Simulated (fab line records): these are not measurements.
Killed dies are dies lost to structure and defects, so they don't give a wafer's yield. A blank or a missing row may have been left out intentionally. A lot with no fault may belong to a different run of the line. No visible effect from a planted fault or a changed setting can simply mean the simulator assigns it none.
A lot that was struck, set against a sound lot    flow nandHarc    15 out of 1159 route steps
Sound: wafers L240.3, L240.4, L240.6. Struck: wafer L254.4; the same lot's L254.6 was not struck, so it is left out; see the end for the cause.
Order at every step that has rows: each side's tool, ch and its chambers, its first start. Under that, the readings that differ: sound wafers    struck wafers    difference of the means    sigmas: that difference in standard deviations of wafers without a fault.
alike: readings whose means differ by less than 2 such deviations, and words and numbers that are the same on both sides. not compared: withheld readings, readings that some wafer has no value for, bounds like >300 that may hide the same value, and numbers for which the record gives no deviation and whose values overlap.
A row with sigmas, a row that says differs or no value, or rows on one side alone: a step with any of these is where the two part. Numbers that have no deviation but don't overlap get no sigmas and don't part them. A reading that every wafer of one side lacks parts them only if that side has two wafers or more.

first, 1 step without rows for these wafers: NHARC_A_ONON_D1_DEP_09 (target thk 1000 nm).
NHARC_A_ONON_D1_THK_MEAS_11: measures by ellipsometry.
  sound: filmMetro-01 at day 7 22:38; struck: filmMetro-01 at day 10 20:07
  alike: thkNm
following that, 1 step holds no rows for these wafers, namely NHARC_A_ONON_D1_DEP_12 (target thickness 1000 nm).
NHARC_A_ONON_D1_THK_MEAS_14: measures by ellipsometry.
  sound: filmMetro-02 at day 7 23:13; struck: filmMetro-02 at day 10 20:41
  alike: thkNm
then, 2 steps without rows for these wafers: NHARC_A_ONON_D1_ANNEAL_15 (time 3600 s); NHARC_A_ONON_D1_DEP_16 (target thk 1000 nm).
NHARC_A_ONON_D1_THK_MEAS_18: measures by ellipsometry.
  sound: filmMetro-02 at day 8 07:58; struck: filmMetro-01 at day 11 03:46
  alike: thkNm
following that, 1 step holds no rows for these wafers, namely NHARC_A_ONON_D1_DEP_19 (target thickness 1000 nm).
NHARC_A_ONON_D1_THK_MEAS_21: measures by ellipsometry.
  sound: filmMetro-02 at day 8 08:32; struck: filmMetro-02 at day 11 04:20
  alike: thkNm
following that, 1 step holds no rows for these wafers, namely NHARC_A_ONON_D1_DEP_22 (target thickness 1000 nm).
NHARC_A_ONON_D1_THK_MEAS_24: measures by ellipsometry.
  sound: filmMetro-02 at day 8 09:06; struck: filmMetro-01 at day 11 04:53
  alike: thkNm
NHARC_A_ONON_D1_DEP_25: target thk 1000 nm.
  sound on pecvdOnon-02 ch 0, day 8 09:16; struck on pecvdOnon-01 ch 0, day 11 05:07
  alike: n2oFlowSccm
NHARC_A_ONON_D1_THK_MEAS_27: measures by ellipsometry.
  sound: filmMetro-02 at day 8 09:40; struck: filmMetro-02 at day 11 05:28
reading     sound        struck  difference  sigmas
thkNm (nm)  993 993 993  1500    +507        +56
following that, 1 step holds no rows for these wafers, namely NHARC_A_ONON_D1_DEP_28 (target thickness 1000 nm).
-- break in the record here, with 11 days between the starts of the struck wafers on either side (left off in module A_ONON_D1, picked up again in module END, where the first step shown is number 1159 on the route) --
NHARC_END_SORT_01:
  sound on prober-02 ch 0, day 19 18:07; struck on prober-02 ch 0, day 22 04:26
reading        sound     struck  difference  sigmas
killedAtArray  20 26 22  670     +647        +59
killedDies     20 30 27  677     +651        +59
  alike: killedAtOther, killedAtPeriphery, killedOpen, killedShort

== WHERE THEY PART ==
Earliest at NHARC_A_ONON_D1_THK_MEAS_27; latest, in this record, at NHARC_END_SORT_01.

WHY: whatever the simulator had introduced
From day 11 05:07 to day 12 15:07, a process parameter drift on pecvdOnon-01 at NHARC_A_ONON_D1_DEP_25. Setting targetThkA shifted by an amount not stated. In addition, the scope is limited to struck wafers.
